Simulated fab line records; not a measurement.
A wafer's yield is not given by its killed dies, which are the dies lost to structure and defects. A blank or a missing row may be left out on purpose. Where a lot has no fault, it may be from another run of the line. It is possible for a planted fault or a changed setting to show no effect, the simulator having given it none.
Which tool is to blame?	flow n5 finfet	11 lots, 33 wafers sampled, at 3 steps of a route of 1938

== WHAT EACH GAUGE READ, for each wafer ==
N5_MIM_BOT_LITHO_INSPECT_12: inspects for defects (macro).
lot	measured	on	raw defect count
L076	day 14 02:55	defect inspect-01	5 2 2
L078	day 15 01:20	defect inspect-02	1 3 1
L079	day 15 05:23	defect inspect-01	2 0 2
L083	day 15 17:11	defect inspect-02	2 2 1
L086	day 16 13:17	defect inspect-01	0 0 5
L089	day 16 22:21	defect inspect-01	2 3 1
L088	day 17 05:40	defect inspect-02	2 2 6
L093	day 17 19:06	defect inspect-01	1 1 0
L096	day 18 04:08	defect inspect-02	3 3 2
L094	day 18 20:30	defect inspect-02	2 1 2
L090	day 19 08:17	defect inspect-01	1 1 0

== TOOL THAT RAN EACH LOT (tool first, then ch and the chambers of the sampled wafers, then the start) ==
lot	N5_BEOL_M15_STRIP_63	N5_MIM_BOT_SPUTTER_00
L076	rie diel-02 ch 0,1,3, day 13 23:34 or earlier	pvd sputter-03, day 13 23:34
L078	rie diel-01 ch 0,2, day 14 22:01 or earlier	pvd sputter-01, day 14 22:01
L079	rie diel-04 ch 1,2,3, day 15 03:23 or earlier	pvd sputter-01, day 15 03:23
L083	rie diel-04 ch 0,1,3, day 15 11:39 or earlier	pvd sputter-01, day 15 11:39
L086	rie diel-04 ch 0,1,3, day 16 10:46 or earlier	pvd sputter-01, day 16 10:46
L089	rie diel-04 ch 1,2,3, day 16 18:11 or earlier	pvd sputter-02, day 16 18:11
L088	rie diel-01 ch 2,3, day 17 03:32 or earlier	pvd sputter-02, day 17 03:32
L093	rie diel-02 ch 1,2,3, day 17 13:23 or earlier	pvd sputter-02, day 17 13:23
L096	rie diel-02 ch 1,3, day 17 22:11 or earlier	pvd sputter-01, day 17 22:11
L094	rie diel-02 ch 0,1,3, day 18 15:55 or earlier	pvd sputter-02, day 18 15:55
L090	rie diel-02 ch 0,1,3, day 19 03:40 or earlier	pvd sputter-03, day 19 03:40
- N5_BEOL_M15_STRIP_63: strips in O2.
- N5_MIM_BOT_SPUTTER_00: material TiN, target thk 35 nm, time 89.7 s.

== THE ANSWER, worked out from the rows above alone ==
Rule: usual is defined by the lots themselves. Put in order of their means at a reading, lots are off if they are a third of the lots or fewer, leave a main group of 4 or more, and stand apart from it by a gap of 3 or more times the standard deviation of the main group's means; of several such gaps the widest counts. The tables above print the reading to a certain number of digits; a main group whose means all agree to those digits is not used. Also off: a lot with no number at a reading for which 4 or more lots have one. The other lots that the step has rows for count as sound.
None of the lots is off at any reading shown; this tells nothing.

== WHAT THE SIMULATOR PUT IN ==
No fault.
